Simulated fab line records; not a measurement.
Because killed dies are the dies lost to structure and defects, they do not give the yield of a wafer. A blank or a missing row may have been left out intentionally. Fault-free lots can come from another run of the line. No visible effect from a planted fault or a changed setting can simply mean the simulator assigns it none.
Chamber matching / flow n5 finfet / N5_BEOL_M12_CMP_49 on cmp-02: 4 sister chambers
The step polishes, stops on SiOC, t overpolish 20.6 s, target thk 320 nm. 14 wafers are shown with their chamber, then 7 later ones without.

== WAFERS WITH THEIR CHAMBER ==
wafer=L076.1; chamber=3; motor current A (A)=6.2; barrier field endpoint s (s)=31.3; overpolish run s (s)=20.585
wafer=L076.2; chamber=1; motor current A (A)=7.3; barrier field endpoint s (s)=31.8; overpolish run s (s)=20.617
wafer=L076.4; chamber=2; motor current A (A)=5.9; barrier field endpoint s (s)=31.4; overpolish run s (s)=20.603
wafer=L079.1; chamber=1; motor current A (A)=7.0; barrier field endpoint s (s)=31.4; overpolish run s (s)=20.611
wafer=L079.3; chamber=0; motor current A (A)=6.1; barrier field endpoint s (s)=29.4; overpolish run s (s)=20.593
wafer=L079.4; chamber=3; motor current A (A)=6.2; barrier field endpoint s (s)=30.4; overpolish run s (s)=20.602
wafer=L081.1; chamber=1; motor current A (A)=7.0; barrier field endpoint s (s)=30.3; overpolish run s (s)=20.613
wafer=L081.3; chamber=2; motor current A (A)=6.2; barrier field endpoint s (s)=29.2; overpolish run s (s)=20.614
wafer=L081.4; chamber=0; motor current A (A)=5.9; barrier field endpoint s (s)=28.9; overpolish run s (s)=20.593
wafer=L083.1; chamber=1; motor current A (A)=6.8; barrier field endpoint s (s)=30.8; overpolish run s (s)=20.604
wafer=L083.4; chamber=2; motor current A (A)=6.2; barrier field endpoint s (s)=30.7; overpolish run s (s)=20.598
wafer=L083.5; chamber=2; motor current A (A)=6.1; barrier field endpoint s (s)=30.2; overpolish run s (s)=20.585
wafer=L089.1; chamber=2; motor current A (A)=5.7; barrier field endpoint s (s)=30.2; overpolish run s (s)=20.599
wafer=L089.4; chamber=0; motor current A (A)=5.9; barrier field endpoint s (s)=29.5; overpolish run s (s)=20.588

SIGNATURES, as means of the wafers listed above
reading=motor current A; chamber 0=5.967; chamber 1=7.025; chamber 2=6.020; chamber 3=6.200; scatter within a chamber=0.185
reading=barrier field endpoint s; chamber 0=29.267; chamber 1=31.075; chamber 2=30.340; chamber 3=30.850; scatter within a chamber=0.672
reading=overpolish run s; chamber 0=20.59133; chamber 1=20.61125; chamber 2=20.59980; chamber 3=20.59350; scatter within a chamber=0.00827
Rule: distance of a wafer from a chamber = root of the sum over the readings of ((wafer's reading minus chamber's mean) / reading's scatter) squared. If the next closest chamber is less than 2 further off than the closest, the wafer can't be placed; otherwise it belongs to the closest. The scatter: take each reading less its chamber's mean, square it, sum over the shown wafers, divide by the number of wafers less the number of chambers, and take the root.

== WAFERS WITH NO CHAMBER GIVEN ==
wafer=L089.5; motor current A (A)=5.9; barrier field endpoint s (s)=30.1; overpolish run s (s)=20.614
wafer=L087.1; motor current A (A)=7.1; barrier field endpoint s (s)=29.7; overpolish run s (s)=20.601
wafer=L087.5; motor current A (A)=6.0; barrier field endpoint s (s)=30.3; overpolish run s (s)=20.603
wafer=L087.6; motor current A (A)=5.9; barrier field endpoint s (s)=30.5; overpolish run s (s)=20.600
wafer=L092.2; motor current A (A)=6.2; barrier field endpoint s (s)=29.9; overpolish run s (s)=20.590
wafer=L092.4; motor current A (A)=7.0; barrier field endpoint s (s)=31.4; overpolish run s (s)=20.603
wafer=L092.5; motor current A (A)=6.2; barrier field endpoint s (s)=29.8; overpolish run s (s)=20.606

== WHICH CHAMBER EACH WENT THROUGH ==
wafer=L089.5; from the rows above=can't be placed: 2 or 0 or 3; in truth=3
wafer=L087.1; from the rows above=1; in truth=1
wafer=L087.5; from the rows above=can't be placed: 2 or 3 or 0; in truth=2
wafer=L087.6; from the rows above=can't be placed: 2 or 3 or 0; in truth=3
wafer=L092.2; from the rows above=can't be placed: 3 or 0 or 2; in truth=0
wafer=L092.4; from the rows above=1; in truth=1
wafer=L092.5; from the rows above=can't be placed: 2 or 3 or 0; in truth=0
Correct placement for 2 of the 7. From these rows, 5 cannot be placed; in 5 the true chamber is one of the candidates. Wrongly placed: 0.
